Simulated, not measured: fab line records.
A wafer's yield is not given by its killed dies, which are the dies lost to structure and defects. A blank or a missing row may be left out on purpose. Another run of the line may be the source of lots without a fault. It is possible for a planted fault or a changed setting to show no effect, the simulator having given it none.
fab line records -- flow nandHarc
record lots=5, wafers=15, lastDay=25
route steps=1159 shown P_M0@263 P_M1@285 END@1159
lots with no fault: from the same line, run without faults
startH: the number of hours between the record's first day and the start of the first shown wafer of the lot -- waitH: hours from the lot's prior step to this one -- " same as the row above -- L1.1+2: a row that stands for several wafers -- - no value present, or no start provided -- * or withheld: withheld -- < > ~ a bound
route shown NAME@n: names a module that has steps shown in the file, with the first one's number in the route -- usual: mean/standard deviation of fault-free wafers -- same: alike in all rows -- chamber/n: place in a boat -- sites: each site's reading -- _std_site: the standard deviation of these -- _edge_site: mean of outer sites minus mean of inner sites -- radiusMm: for every site, how far away it sits from the centre of the wafer -- mask NAME#n: copy n -- behind: the last tool/chamber to shape the wafer -- hold: reason for holding the lot/hours on hold/outcome of the hold -- device: names the non-switching transistor (n, p or np) -- end of line: at the end of the route, the tests of the same wafers -- for a step that has no rows: nothing shown but its recipe -- killed: not the wafer's yield, but the dies lost to structure and defects at the first sort -- map: a wafer's dies, marking killed ones x, the rest . and places with no die _
set.NAME: the setting as run; set.NAME@STEP: as run at that earlier step -- model.NAME: the simulator's own value behind a step, which no gauge read
lots at some steps of the route; a table a step, a row a wafer
services: a tool's chamber out of use, with start hour (startH, from the record's first day; less than 0 if before it), hours out, and reason
## steps
# step NHARC_P_M0_CD_MEAS_09
# recipe targetCdNm=90, landingEnergyEv=500
# usual cdNm=90.1/0.64
lot.wafer,tool,chamber,startH,waitH,cdNm
L453.1,cdSem-02,0,127.30,-,89.6
L453.4,cdSem-02,0,127.30,-,88.8
L453.6,cdSem-02,0,127.30,-,89.7
L457.1,cdSem-01,0,160.03,-,90.7
L457.2,cdSem-01,0,160.03,-,90.7
L457.5,cdSem-01,0,160.03,-,90.5
L458.1,cdSem-01,0,164.66,-,90.8
L458.3,cdSem-01,0,164.66,-,90.2
L458.4,cdSem-01,0,164.66,-,90.4
L469.2,cdSem-03,0,221.74,-,89.8
L469.3,cdSem-03,0,221.74,-,89.8
L469.4,cdSem-03,0,221.74,-,90.8
L474.1,cdSem-01,0,257.13,-,89.2
L474.5,cdSem-01,0,257.13,-,91.2
L474.6,cdSem-01,0,257.13,-,90.5
# step NHARC_P_M0_OVL_MEAS_10
# recipe pitchNm=180
# usual overlayXNm=-0.2/1, overlayYNm=0.0/0.89
lot.wafer,tool,chamber,startH,waitH,overlayXNm,overlayYNm
L453.1,overlay-01,-,127.39,-,0.4,-1.1
L453.4,overlay-01,-,127.39,-,0.9,-0.6
L453.6,overlay-01,-,127.39,-,0.0,-0.5
L457.1,overlay-02,-,160.12,-,-0.3,0.3
L457.2,overlay-02,-,160.12,-,-0.1,-0.2
L457.5,overlay-02,-,160.12,-,0.2,-0.5
L458.1,overlay-02,-,164.75,-,0.3,0.0
L458.3,overlay-02,-,164.75,-,1.0,-0.6
L458.4,overlay-02,-,164.75,-,1.1,-0.7
L469.2,overlay-02,-,221.83,-,0.0,0.3
L469.3,overlay-02,-,221.83,-,-0.2,-0.7
L469.4,overlay-02,-,221.83,-,-0.1,-0.2
L474.1,overlay-01,-,257.21,-,-0.2,-1.2
L474.5,overlay-01,-,257.21,-,1.1,-0.4
L474.6,overlay-01,-,257.21,-,0.1,-0.8
# step NHARC_P_M0_INSPECT_11
# usual rawDefectCount=4.1/2.2
lot.wafer,tool,chamber,startH,waitH,rawDefectCount
L453.1,defectInspect-01,-,127.44,0.1,3
L453.4,defectInspect-01,-,127.44,0.1,5
L453.6,defectInspect-01,-,127.44,0.1,1
L457.1,defectInspect-02,-,160.15,0.0,9
L457.2,defectInspect-02,-,160.15,0.0,8
L457.5,defectInspect-02,-,160.15,0.0,5
L458.1,defectInspect-01,-,164.78,0.0,1
L458.3,defectInspect-01,-,164.78,0.0,6
L458.4,defectInspect-01,-,164.78,0.0,2
L469.2,defectInspect-02,-,221.87,0.0,1
L469.3,defectInspect-02,-,221.87,0.0,1
L469.4,defectInspect-02,-,221.87,0.0,2
L474.1,defectInspect-01,-,257.25,0.0,6
L474.5,defectInspect-01,-,257.25,0.0,6
L474.6,defectInspect-01,-,257.25,0.0,3
# step NHARC_P_M0_DESCUM_14
# recipe timeS=3, o2FlowSccm=200, arFlowSccm=0, biasPowerW=0, chemistry=O2
# usual drypumpMotorCurrentA=5.7/0.3, o2FlowSccm=200.0/0.64, oesProductAu=1.001/0.0097, rfVppV=57.7/0.94, showerheadPlenumPTorr=1.92/0.098, throttleValvePct=11.311/0.0077
lot.wafer,tool,chamber,startH,waitH,drypumpMotorCurrentA,o2FlowSccm,oesProductAu,rfHoursCounterH,rfVppV,showerheadPlenumPTorr,throttleValvePct
L453.1,rieDiel-05,2,127.50,0.1,5.5,200.8,0.993,10,58.5,2.06,11.306
L453.4,rieDiel-05,0,127.50,0.1,6.0,199.6,0.997,8,57.7,1.95,11.303
L453.6,rieDiel-05,2,127.50,0.1,5.5,199.7,0.987,-,57.8,2.06,11.306
L457.1,rieDiel-10,0,160.21,0.1,5.4,198.8,1.014,11,58.1,1.84,11.316
L457.2,rieDiel-10,3,160.21,0.1,6.2,200.9,1.011,8,58.8,1.85,11.321
L457.5,rieDiel-10,0,160.21,0.1,5.4,199.7,0.996,-,56.2,1.84,11.314
L458.1,rieDiel-03,2,164.84,0.1,5.5,200.5,1.020,8,57.4,1.84,11.319
L458.3,rieDiel-03,0,164.84,0.1,5.7,200.5,1.017,8,57.4,2.03,11.309
L458.4,rieDiel-03,3,164.84,0.1,6.0,200.5,0.999,-,57.4,1.79,11.324
L469.3,rieDiel-05,0,221.97,0.1,6.1,200.2,1.000,3,57.1,1.95,11.316
L469.4,rieDiel-05,1,221.97,0.1,5.7,198.8,0.997,3,58.0,1.95,11.306
L469.2,rieDiel-05,3,221.97,0.1,5.3,200.9,0.996,3,56.0,1.79,11.313
L474.1,rieDiel-10,3,257.31,0.1,6.2,200.4,0.994,6,57.8,1.85,11.305
L474.5,rieDiel-10,3,257.31,0.1,6.2,200.7,0.994,-,58.0,1.85,11.314
L474.6,rieDiel-10,0,257.31,0.1,5.4,200.2,0.992,-,56.3,1.83,11.307
# step NHARC_P_M0_ETCH_34
# recipe targetDepthA=400, overetchA=120, timeS=43.94, ionEnergyEv=200, n2FlowSccm=150, h2FlowSccm=150, arFlowSccm=0, rfW=400, biasW=150, chemistry=N2/H2
# step NHARC_P_M0_ETCH_15
# recipe targetDepthA=1500, overetchA=150, timeS=82.5, c4f8FlowSccm=withheld, arFlowSccm=400, rfW=600, biasW=300, chemistry=C4F8/Ar
# step NHARC_P_M0_CD_MEAS_16
# usual cdNm=90.1/0.78
lot.wafer,tool,chamber,startH,waitH,cdNm
L453.1,cdSem-02,-,127.81,-,89.4
L453.4,cdSem-02,-,127.81,-,89.6
L453.6,cdSem-02,-,127.81,-,90.6
L457.1,cdSem-01,-,160.51,-,89.9
L457.2,cdSem-01,-,160.51,-,89.5
L457.5,cdSem-01,-,160.51,-,91.1
L458.1,cdSem-02,-,165.19,-,91.0
L458.3,cdSem-02,-,165.19,-,90.9
L458.4,cdSem-02,-,165.19,-,90.1
L469.2,cdSem-03,-,222.28,-,89.7
L469.3,cdSem-03,-,222.28,-,88.5
L469.4,cdSem-03,-,222.28,-,90.3
L474.1,cdSem-01,-,257.61,-,88.4
L474.5,cdSem-01,-,257.61,-,90.8
L474.6,cdSem-01,-,257.61,-,90.1
# step NHARC_P_M0_STRIP_18
# recipe powerW=1000, n2FlowSccm=150, h2FlowSccm=150, arFlowSccm=0, biasW=0, chemistry=N2/H2
# step NHARC_P_M0_STRIP_19
# recipe timeS=600, tempC=30, chemistry=postEtchResidueRemover
# step NHARC_P_M0_DEGAS_28
# recipe tempC=250, timeS=60
# step NHARC_P_M0_PRE_CLEAN_29
# recipe timeS=30, tempC=280, gas=H2/He
# step NHARC_P_M0_PVD_20
# recipe targetThkA=50, biasV=168.6, powerW=15000, chamberPressurePa=0.12, timeS=8.06, substrateTempC=50, material=TaN
# usual chamberPressurePa=0.12/0.00023, throttleValvePct=30.2/0.46
lot.wafer,tool,chamber,startH,waitH,chamberPressurePa,throttleValvePct
L453.1,pvdSputter-02,-,-,-,0.11989,30.1
L453.4,pvdSputter-02,-,-,-,0.1199,29.5
L453.6,pvdSputter-02,-,-,-,0.11994,30.3
L457.1,pvdSputter-03,-,-,-,0.11954,30.2
L457.2,pvdSputter-03,-,-,-,0.12,30.0
L457.5,pvdSputter-03,-,-,-,0.11995,30.4
L458.3,pvdSputter-02,-,-,-,0.11959,30.1
L458.1,pvdSputter-02,-,-,-,0.12066,29.0
L458.4,pvdSputter-02,-,-,-,0.12039,30.2
L469.3,pvdSputter-01,-,-,-,0.12017,30.2
L469.4,pvdSputter-01,-,-,-,0.12011,31.2
L469.2,pvdSputter-01,-,-,-,0.12027,30.5
L474.1,pvdSputter-03,-,-,-,0.12023,29.9
L474.6,pvdSputter-03,-,-,-,0.12005,29.7
L474.5,pvdSputter-03,-,-,-,0.11997,30.4
# step NHARC_P_M0_PVD_21
# recipe targetThkA=300, chamberPressurePa=5, powerW=5000, substrateTempC=30, timeS=20.49, material=Cu
# usual chamberPressurePa=5.001/0.0097, throttleValvePct=30.2/0.45
lot.wafer,tool,chamber,startH,waitH,chamberPressurePa,throttleValvePct
L453.4,pvdSputter-02,-,128.71,-,4.996,30.6
L453.1,pvdSputter-02,-,128.71,-,4.982,29.7
L453.6,pvdSputter-02,-,128.71,-,4.982,30.8
L457.2,pvdSputter-03,-,161.38,-,5.003,30.0
L457.1,pvdSputter-03,-,161.38,-,5.006,30.4
L457.5,pvdSputter-03,-,161.38,-,5.004,30.0
L458.3,pvdSputter-02,-,166.03,-,4.989,29.9
L458.4,pvdSputter-02,-,166.03,-,5.007,29.3
L458.1,pvdSputter-02,-,166.03,-,5.007,30.0
L469.2,pvdSputter-01,-,223.12,-,5.000,29.9
L469.4,pvdSputter-01,-,223.12,-,5.012,30.6
L469.3,pvdSputter-01,-,223.12,-,5.011,30.5
L474.1,pvdSputter-03,-,258.49,-,4.991,30.1
L474.5,pvdSputter-03,-,258.49,-,5.015,30.0
L474.6,pvdSputter-03,-,258.49,-,5.004,29.7
# step NHARC_P_M0_ECD_22
# recipe targetThkA=4000, bathTempC=25, material=Cu
# step NHARC_P_M0_ANNEAL_30
# recipe tempC=225, timeS=90
# step NHARC_P_M0_CMP_23
# recipe tOverpolishS=20, targetThkNm=117.53
# step NHARC_P_M0_SRD_25
# step NHARC_P_M0_INSPECT_27
# usual rawDefectCount=298/110
lot.wafer,tool,chamber,startH,waitH,rawDefectCount
L453.1,defectInspect-02,-,130.03,0.0,432
L453.4,defectInspect-02,-,130.03,0.0,269
L453.6,defectInspect-02,-,130.03,0.0,231
L457.1,defectInspect-02,-,162.72,0.0,268
L457.2,defectInspect-02,-,162.72,0.0,747
L457.5,defectInspect-02,-,162.72,0.0,337
L458.1,defectInspect-02,-,167.66,0.0,395
L458.3,defectInspect-02,-,167.66,0.0,252
L458.4,defectInspect-02,-,167.66,0.0,168
L469.2,defectInspect-02,-,224.60,0.0,140
L469.3,defectInspect-02,-,224.60,0.0,186
L469.4,defectInspect-02,-,224.60,0.0,102
L474.1,defectInspect-02,-,259.80,0.0,189
L474.5,defectInspect-02,-,259.80,0.0,200
L474.6,defectInspect-02,-,259.80,0.0,142
# step NHARC_P_M0_PRE_CLEAN_31
# recipe timeS=12, tempC=370, rfPowerW=300, gas=NH3
# usual heaterPowerW=615/72
lot.wafer,tool,chamber,startH,waitH,heaterPowerW
L453.1,pecvd-04,0,130.12,0.1,730
L453.6,pecvd-04,1,130.12,0.1,735
L453.4,pecvd-04,2,130.12,0.1,605
L457.2,pecvd-01,2,162.78,0.1,520
L457.1,pecvd-01,1,162.78,0.1,631
L457.5,pecvd-01,2,162.78,0.1,525
L458.1,pecvd-01,1,167.73,0.1,580
L458.3,pecvd-01,0,167.73,0.1,712
L458.4,pecvd-01,1,167.73,0.1,575
L469.3,pecvd-04,0,224.68,0.1,672
L469.2,pecvd-04,1,224.68,0.1,652
L469.4,pecvd-04,2,224.68,0.1,595
L474.1,pecvd-04,1,259.90,0.1,720
L474.5,pecvd-04,0,259.90,0.1,696
L474.6,pecvd-04,1,259.90,0.1,710
# step NHARC_P_M0_DEP_32
# recipe targetThkA=300, tempC=370, targetThkNm=30, pressureTorr=3, flowSccm=200, rfW=450, material=SiCN
# usual heaterPowerW=568/71
lot.wafer,tool,chamber,startH,waitH,heaterPowerW
L453.1,pecvd-04,0,130.26,0.1,654
L453.6,pecvd-04,1,130.26,0.1,615
L453.4,pecvd-04,2,130.26,0.1,501
L457.2,pecvd-01,2,162.86,0.1,489
L457.1,pecvd-01,1,162.86,0.1,607
L457.5,pecvd-01,2,162.86,0.1,481
L458.1,pecvd-01,1,167.81,0.1,521
L458.3,pecvd-01,0,167.81,0.1,544
L458.4,pecvd-01,1,167.81,0.1,530
L469.3,pecvd-04,0,224.79,0.1,650
L469.2,pecvd-04,1,224.79,0.1,616
L469.4,pecvd-04,2,224.79,0.1,510
L474.1,pecvd-04,1,260.04,0.1,705
L474.5,pecvd-04,0,260.04,0.1,585
L474.6,pecvd-04,1,260.04,0.1,687
# step NHARC_P_M1_DEP_00
# recipe targetThkA=1825, targetThkNm=182.5, tempC=withheld, pressureTorr=5, flowSccm=200, rfW=600, material=SiOC
# step NHARC_P_M1_DEHYDRATE_01
# recipe tempC=150, timeS=120
# step NHARC_P_M1_HMDS_02
# recipe timeS=30
# step NHARC_P_M1_COAT_34
# recipe tempC=200, timeS=65
# step NHARC_P_M1_COAT_03
# recipe spinRpm=1500, resistThkNm=90
# step NHARC_P_M1_SOFTBAKE_04
# recipe tempC=105, timeS=55
# step NHARC_P_M1_EBR_05
# step NHARC_P_M1_EXPOSE_06
# recipe na=1.35, targetCdNm=130, doseMj=81.88, maskId=P_M1
# step NHARC_P_M1_PEB_07
# recipe pebTempC=100, pebTimeS=65
# step NHARC_P_M1_DEVELOP_08
# recipe developTimeS=35, devTempC=23
# step NHARC_P_M1_CD_MEAS_09
# recipe targetCdNm=130, landingEnergyEv=500
# usual cdNm=129.8/0.61
lot.wafer,tool,chamber,startH,waitH,cdNm
L453.1,cdSem-02,0,131.42,-,128.7
L453.4,cdSem-02,0,131.42,-,129.0
L453.6,cdSem-02,0,131.42,-,128.8
L457.1,cdSem-01,0,164.25,-,128.8
L457.2,cdSem-01,0,164.25,-,130.3
L457.5,cdSem-01,0,164.25,-,130.7
L458.1,cdSem-02,0,169.20,-,129.6
L469.2,cdSem-03,0,225.85,-,129.4
L469.3,cdSem-03,0,225.85,-,129.4
L469.4,cdSem-03,0,225.85,-,129.6
L474.1,cdSem-01,0,261.34,-,130.5
L474.5,cdSem-01,0,261.34,-,130.1
L474.6,cdSem-01,0,261.34,-,130.4
# step NHARC_P_M1_OVL_MEAS_10
# recipe pitchNm=260
# usual overlayXNm=0.0/0.8, overlayYNm=0.0/0.76
lot.wafer,tool,chamber,startH,waitH,overlayXNm,overlayYNm
L453.1,overlay-02,-,131.51,-,0.4,-1.3
L453.4,overlay-02,-,131.51,-,1.0,-0.8
L453.6,overlay-02,-,131.51,-,0.0,-1.3
L457.1,overlay-02,-,164.34,-,0.3,1.0
L457.2,overlay-02,-,164.34,-,0.7,0.8
L457.5,overlay-02,-,164.34,-,0.6,0.9
L458.1,overlay-01,-,169.29,-,0.8,0.6
L469.2,overlay-01,-,225.93,-,-0.6,0.0
L469.3,overlay-01,-,225.93,-,-0.4,0.5
L469.4,overlay-01,-,225.93,-,-0.1,0.6
L474.1,overlay-02,-,261.43,-,-0.2,0.2
L474.5,overlay-02,-,261.43,-,-0.2,0.2
L474.6,overlay-02,-,261.43,-,-0.5,-0.2
# step NHARC_P_M1_INSPECT_11
# usual rawDefectCount=4.1/2.6
lot.wafer,tool,chamber,startH,waitH,rawDefectCount
L453.1,defectInspect-02,-,131.55,0.0,4
L453.4,defectInspect-02,-,131.55,0.0,5
L453.6,defectInspect-02,-,131.55,0.0,3
L457.1,defectInspect-01,-,164.37,0.0,11
L457.2,defectInspect-01,-,164.37,0.0,7
L457.5,defectInspect-01,-,164.37,0.0,6
L458.1,defectInspect-02,-,169.33,0.0,5
L469.2,defectInspect-01,-,225.97,0.0,4
L469.3,defectInspect-01,-,225.97,0.0,2
L469.4,defectInspect-01,-,225.97,0.0,5
L474.1,defectInspect-02,-,261.47,0.0,2
L474.5,defectInspect-02,-,261.47,0.0,1
L474.6,defectInspect-02,-,261.47,0.0,1
# step NHARC_P_M1_DESCUM_14
# recipe timeS=3, o2FlowSccm=200, arFlowSccm=0, biasPowerW=0, chemistry=O2
# step NHARC_P_M1_ETCH_35
# recipe targetDepthA=400, overetchA=120, timeS=43.94, ionEnergyEv=200, n2FlowSccm=150, h2FlowSccm=150, arFlowSccm=0, rfW=400, biasW=150, chemistry=N2/H2
# step NHARC_P_M1_ETCH_15
# recipe targetDepthA=1825, timeS=91.2, c4f8FlowSccm=withheld, arFlowSccm=400, rfW=600, biasW=300, chemistry=C4F8/Ar
# usual biasW=299.9/0.89, oesProductAu=0.955/0.025, rfVppV=443/3.2
lot.wafer,tool,chamber,startH,waitH,biasW,oesProductAu,rfHoursCounterH,rfVppV
L453.1,rieDiel-06,0,-,-,300.6,0.967,1,437
L453.4,rieDiel-06,1,-,-,300.8,0.960,1,446
L453.6,rieDiel-06,3,-,-,300.1,0.949,-,445
L457.1,rieDiel-12,1,-,-,298.9,0.928,8,434
L457.2,rieDiel-12,2,-,-,299.9,0.924,9,445
L457.5,rieDiel-12,0,-,-,300.4,0.924,-,445
L458.1,rieDiel-12,1,-,-,299.8,0.930,9,436
L469.3,rieDiel-12,2,-,-,301.5,0.972,2,444
L469.2,rieDiel-12,3,-,-,301.6,0.979,1,445
L469.4,rieDiel-12,0,-,-,300.9,0.972,1,443
L474.1,rieDiel-06,1,-,-,300.7,0.989,0,444
L474.5,rieDiel-06,3,-,-,299.5,0.956,-,447
L474.6,rieDiel-06,0,-,-,300.0,0.979,-,438
# step NHARC_P_M1_CD_MEAS_16
# usual cdNm=129.6/0.91
lot.wafer,tool,chamber,startH,waitH,cdNm
L453.1,cdSem-01,-,131.91,-,127.9
L453.4,cdSem-01,-,131.91,-,128.7
L453.6,cdSem-01,-,131.91,-,127.5
L457.1,cdSem-03,-,164.75,-,128.3
L457.2,cdSem-03,-,164.75,-,128.8
L457.5,cdSem-03,-,164.75,-,129.4
L458.1,cdSem-03,-,169.71,-,128.9
L469.2,cdSem-03,-,226.34,-,129.1
L469.3,cdSem-03,-,226.34,-,130.2
L469.4,cdSem-03,-,226.34,-,130.8
L474.1,cdSem-02,-,261.83,-,131.6
L474.5,cdSem-02,-,261.83,-,130.2
L474.6,cdSem-02,-,261.83,-,130.6
# step NHARC_P_M1_STRIP_18
# recipe powerW=1000, n2FlowSccm=150, h2FlowSccm=150, arFlowSccm=0, biasW=0, chemistry=N2/H2
# step NHARC_P_M1_ETCH_28
# recipe targetDepthA=300, overEtchFrac=0.3, timeS=72.99, ionEnergyEv=150, cf4FlowSccm=50, n2FlowSccm=100, arFlowSccm=150, rfW=300, biasW=100, chemistry=CF4/N2
# step NHARC_P_M1_STRIP_19
# recipe timeS=600, tempC=30, chemistry=postEtchResidueRemover
# step NHARC_END_SORT_01
# recipe tempC=25
# usual defectLimitedYield=95.6/1.4, killedAtArray=25/9.2, killedAtOther=0.8/1.2, killedAtPeriphery=3.9/2.6, killedDies=30/9.7, killedOpen=3.4/1.9, killedShort=2.0/1.4, sort_bin_2_pct=1.4/0.62, sort_bin_3_pct=0.24/0.2, sort_bin_4_pct=2.8/0.92, sortNPass=647/9.7, sortRimYieldPct=94/3.3, sortYieldPct=95.6/1.4
# same grossDies=677, sort_bin_5_pct[%]=0, sort_bin_6_pct[%]=0, sort_bin_7_pct[%]=0, sort_bin_8_pct[%]=0, sortRimNGross=106.00
lot.wafer,tool,chamber,startH,waitH,defectLimitedYield[%],killedAtArray,killedAtOther,killedAtPeriphery,killedDies,killedOpen,killedShort,sort_bin_2_pct[%],sort_bin_3_pct[%],sort_bin_4_pct[%],sortNPass,sortRimYieldPct[%],sortYieldPct[%]
L458.1,prober-02,0,483.51,2.5,95.3,25,5,2,32,0,1,1.5,0.44,2.8,645,92,95.3
L458.3,prober-02,0,485.10,3.1,0,32,2,643,677,2,4,95.7,0.44,3.8,0,0,0
L458.4,prober-02,0,485.90,3.4,0,28,1,648,677,3,3,96.6,0.44,3.0,0,0,0
L457.2,prober-01,0,491.86,2.8,96.3,19,1,5,25,2,1,1.2,0.30,2.2,652,97,96.3
L469.2,prober-01,0,544.74,2.8,95.0,25,3,6,34,6,3,1.9,0.15,3.0,643,94,95.0
L469.3,prober-01,0,545.54,3.1,94.8,30,3,2,35,1,5,1.0,0,4.1,642,92,94.8
L469.4,prober-01,0,546.34,3.4,95.3,31,0,1,32,2,1,1.2,0.15,3.4,645,98,95.3
# killed by level:class
L458.1 A_CHANNEL_HOLE_D1:chamberFilmFlake=13 THIN_TSV:chamberFilmFlake=5 A_STAIRCASE:chamberFilmFlake=4 A_CONTACT:chamberFilmFlake=4 P_GATE:chamberFilmFlake=2 A_SLIT:chamberFilmFlake=2 A_WL_FILL:geometricParticle:short=1 A_WL_FILL:chamberFilmFlake=1
L458.3 P_M0:areaPvd=639 A_CHANNEL_HOLE_D1:chamberFilmFlake=18 A_STAIRCASE:chamberFilmFlake=4 A_M1:geometricParticle:short=2 A_CHANNEL_FILL_D1:chamberFilmFlake=2 A_SLIT:chamberFilmFlake=2 THIN_TSV:chamberFilmFlake=2 P_GATE:geometricParticle:short=1
L458.4 P_M0:areaPvd=646 A_CHANNEL_HOLE_D1:chamberFilmFlake=11 A_CONTACT:chamberFilmFlake=3 A_CHANNEL_FILL_D1:geometricParticle:short=2 A_WL_FILL:geometricParticle:open=2 P_ZERO_WELL:chamberFilmFlake=2 A_STAIRCASE:chamberFilmFlake=2 A_SLIT:chamberFilmFlake=2
L457.2 A_CHANNEL_HOLE_D1:chamberFilmFlake=7 A_STAIRCASE:chamberFilmFlake=5 P_ZERO_WELL:chamberFilmFlake=4 A_WL_FILL:chamberFilmFlake=2 A_CONTACT:chamberFilmFlake=2 A_BLC:geometricParticle:open=1 A_M0:geometricParticle:open=1 P_GATE:chamberFilmFlake=1
L469.2 A_CHANNEL_HOLE_D1:chamberFilmFlake=15 A_STAIRCASE:chamberFilmFlake=6 THIN_TSV:chamberFilmFlake=3 P_CONTACT:geometricParticle:open=2 P_STI:geometricParticle:open=1 P_GATE:geometricParticle:open=1 P_M0:geometricParticle:open=1 P_M2:geometricParticle:open=1
L469.3 A_CHANNEL_HOLE_D1:chamberFilmFlake=16 A_STAIRCASE:chamberFilmFlake=9 A_CHANNEL_FILL_D1:geometricParticle:short=3 THIN_TSV:chamberFilmFlake=3 P_STI:geometricParticle:short=1 P_CONTACT:geometricParticle:open=1 A_ONON_D1:geometricParticle:short=1 A_CHANNEL_FILL_D1:chamberFilmFlake=1
L469.4 A_CHANNEL_HOLE_D1:chamberFilmFlake=23 A_STAIRCASE:chamberFilmFlake=6 P_M0:geometricParticle:open=1 A_ONON_D1:geometricParticle:short=1 A_WL_FILL:geometricParticle:open=1
# map L458.3 (x killed, . not)
____________x____________
_________xxxxxxx_________
_______xxxxxxxxxxx_______
______xxxxxxxxxxxxx______
_____xxxxxxxxxxxxxxx_____
____xxxxxxxxxxxxxxxxx____
____xxxxxxxxxxxxxxxxx____
___xxxxxxxxxxxxxxxxxxx___
___xxxxxxxxxxxxxxxxxxx___
__xxxxxxxxxxxxxxxxxxxxx__
__xxxxxxxxxxxxxxxxxxxxx__
_xxxxxxxxxxxxxxxxxxxxxxx_
_xxxxxxxxxxxxxxxxxxxxxxx_
_xxxxxxxxxxxxxxxxxxxxxxx_
_xxxxxxxxxxxxxxxxxxxxxxx_
_xxxxxxxxxxxxxxxxxxxxxxx_
xxxxxxxxxxxxxxxxxxxxxxxxx
xxxxxxxxxxxxxxxxxxxxxxxxx
xxxxxxxxxxxxxxxxxxxxxxxxx
xxxxxxxxxxxxxxxxxxxxxxxxx
xxxxxxxxxxxxxxxxxxxxxxxxx
_xxxxxxxxxxxxxxxxxxxxxxx_
_xxxxxxxxxxxxxxxxxxxxxxx_
_xxxxxxxxxxxxxxxxxxxxxxx_
_xxxxxxxxxxxxxxxxxxxxxxx_
_xxxxxxxxxxxxxxxxxxxxxxx_
__xxxxxxxxxxxxxxxxxxxxx__
__xxxxxxxxxxxxxxxxxxxxx__
___xxxxxxxxxxxxxxxxxxx___
___xxxxxxxxxxxxxxxxxxx___
____xxxxxxxxxxxxxxxxx____
____xxxxxxxxxxxxxxxxx____
_____xxxxxxxxxxxxxxx_____
______xxxxxxxxxxxxx______
_______xxxxxxxxxxx_______
_________xxxxxxx_________
____________x____________
# map L453.1 (x killed, . not)
____________.____________
_________......._________
_______..........._______
______.....x.x.....______
_____..............._____
____.........x.......____
____.................____
___..x................___
___...................___
__.....................__
__.....................__
_......................._
_......................._
_......................._
_.........x............._
_......................._
.........................
.....x...................
................x........
.........................
..................x......
_.......x............x.._
_......................._
_......................._
_......x................_
_......................._
__..............x......__
__.....................__
___x...x....x...xx....___
___.......x...........___
____..x...x..........____
____xx..x............____
_____xx.......x....._____
______..x..........______
_______..........._______
_________......._________
____________.____________
## services
tool,chamber,startH,hours,kind
pvdSputter-03,-,107.59,2.1,repair
rieDiel-10,1,113.22,1.4,repair
rieDiel-10,3,119.27,11.2,repair
pecvd-04,-,121.78,1.6,repair
rieDiel-05,3,130.34,8.5,repair
rieDiel-03,3,135.09,13.8,repair
rieDiel-12,1,138.81,7.5,repair
pecvd-04,-,146.60,0.6,repair
pecvd-01,-,153.33,4.3,repair
rieDiel-03,1,157.87,9.1,repair
pvdSputter-01,-,158.00,10.0,pm
rieDiel-06,0,160.36,2.6,repair
rieDiel-05,-,163.60,9.0,pm
rieDiel-10,-,176.50,9.0,pm
pecvd-04,-,195.00,13.0,pm
rieDiel-12,-,202.40,9.0,pm
rieDiel-05,3,211.44,2.6,repair
pvdSputter-02,-,214.04,10.0,pm
pecvd-04,-,218.25,0.7,repair
rieDiel-06,0,227.51,4.4,repair
pecvd-01,-,237.14,13.0,pm
rieDiel-06,-,241.24,9.0,pm
pvdSputter-01,-,247.25,2.6,repair
rieDiel-05,3,260.18,13.5,repair
## key
firstSign step=NHARC_END_SORT_01, reading=killedAtPeriphery, direction=up, sigmas=99+, usual=3.9, struck=645.5
effect step=NHARC_END_SORT_01, reading=sort_bin_2_pct, direction=up, sigmas=99+, usual=1.4, struck=96.2
moreKillsBornAt NHARC_P_M0_PVD_21@pvdSputter-02=1285
metAt NHARC_P_M0_PVD_21
struckWafers L458.3,L458.4
laterRowsLeftOut L458.3,L458.4
onsetBetween 128.71 166.03
fault kind=processParameterDrift, tool=pvdSputter-02, chamber=-, onsetH=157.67, steps=NHARC_P_M0_PVD_21, channel=targetThkA, offset=*, shape=step, endH=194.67, scope=struckWafersOnly, actsIn=*, stated=*
# laterRowsLeftOut: the simulator's readings of these wafers behind a module that went badly wrong aren't trusted and aren't shown, but for the sort
